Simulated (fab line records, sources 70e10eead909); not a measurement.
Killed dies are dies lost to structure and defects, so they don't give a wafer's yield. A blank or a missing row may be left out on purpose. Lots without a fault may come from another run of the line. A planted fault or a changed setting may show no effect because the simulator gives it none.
A struck lot beside a sound one | flow nand_harc | 15 steps out of a route of 1302
Sound: wafers L287.2, L287.3, L287.6. Struck: wafers L282.2, L282.6. The cause comes at the end.
At each step with rows: each side's tool, then ch and its chambers, then its first start. Under that, the readings that differ: sound wafers | struck wafers | difference of the means | sigmas: that difference in standard deviations of wafers without a fault.
alike: readings whose means differ by less than 2 such deviations, and words and numbers that are the same on both sides. not compared: withheld readings, readings that some wafer has no value for, bounds like >300 that may hide the same value, and numbers for which the record gives no deviation and whose values overlap.
The two part at a step that has a row with sigmas, a row that says differs or no value, or rows on one side only. Numbers that don't overlap but have no deviation are shown without sigmas and don't part them. A reading that every wafer of one side lacks parts them only if that side has two wafers or more.

first, 6 steps without rows for these wafers: NHARC_A_DECK1_JOINT_CVD_34 (deposits SiNx, target thk 20 nm); NHARC_A_DECK1_JOINT_DEP_06 (deposits SiOx, target thk 80 nm); NHARC_A_DECK1_JOINT_CURE_26 (time 32 s); NHARC_A_DECK1_JOINT_ANNEAL_27 (time 3600 s); NHARC_A_DECK1_JOINT_ANNEAL_28 (time 1800 s); NHARC_A_DECK1_JOINT_ANNEAL_29 (time 1800 s).
NHARC_A_DECK1_JOINT_CMP_02: polishes SiOx.
  sound on cmp-02 ch 0,1, day 21 17:01; struck on cmp-02 ch 0,1, day 19 02:38
  alike: motor_current_A
then, 1 step without rows for these wafers: NHARC_A_DECK1_JOINT_SRD_15.
NHARC_A_DECK1_JOINT_DEP_16: deposits SiO2, target thk 45 nm.
  sound on pecvd-02 ch 1,2, day 21 17:26; struck on pecvd-03 ch 2, day 19 03:04
  alike: heater_power_w, throttle_valve_pct
  not compared: since_wet_clean_h
NHARC_A_DECK1_JOINT_THK_MEAS_17: measures by ellipsometry.
  sound on film_metro-02, day 21 17:43; struck on film_metro-01, day 19 03:17
  alike: thk_nm
NHARC_A_DECK1_JOINT_INSPECT_05:
  sound on defect_inspect-02, day 21 17:46; struck on defect_inspect-01, day 19 03:19
  alike: raw_defect_count
NHARC_A_ONON_D2_DEP_00: target thk 1000 nm.
  sound on pecvd_onon-03 ch 0, day 21 17:53; struck on pecvd_onon-01 ch 0, day 19 03:26
  alike: sih4_flow_sccm
NHARC_A_ONON_D2_THK_MEAS_02: measures by ellipsometry.
  sound on film_metro-02, day 21 18:20; struck on film_metro-01, day 19 03:54
  reading     | sound          | struck    | difference | sigmas
  thk_nm (nm) | 1007 1007 1007 | 1823 1825 | +817       | +74
then, 1 step without rows for these wafers: NHARC_A_ONON_D2_DEP_03 (target thk 1000 nm).
-- the record jumps here: 12 days lie between the struck wafers' starts before and after (it left off in module A_ONON_D2 and takes up again in module END, whose first step shown is number 1302 of the route) --
NHARC_END_SORT_01:
  the record has rows for the struck wafers here (prober-01 ch 0, day 30 18:52) and none for the sound ones

WHERE THEY PART
First at NHARC_A_ONON_D2_THK_MEAS_02; last, within this record, at NHARC_END_SORT_01.

WHY: what the simulator had put in
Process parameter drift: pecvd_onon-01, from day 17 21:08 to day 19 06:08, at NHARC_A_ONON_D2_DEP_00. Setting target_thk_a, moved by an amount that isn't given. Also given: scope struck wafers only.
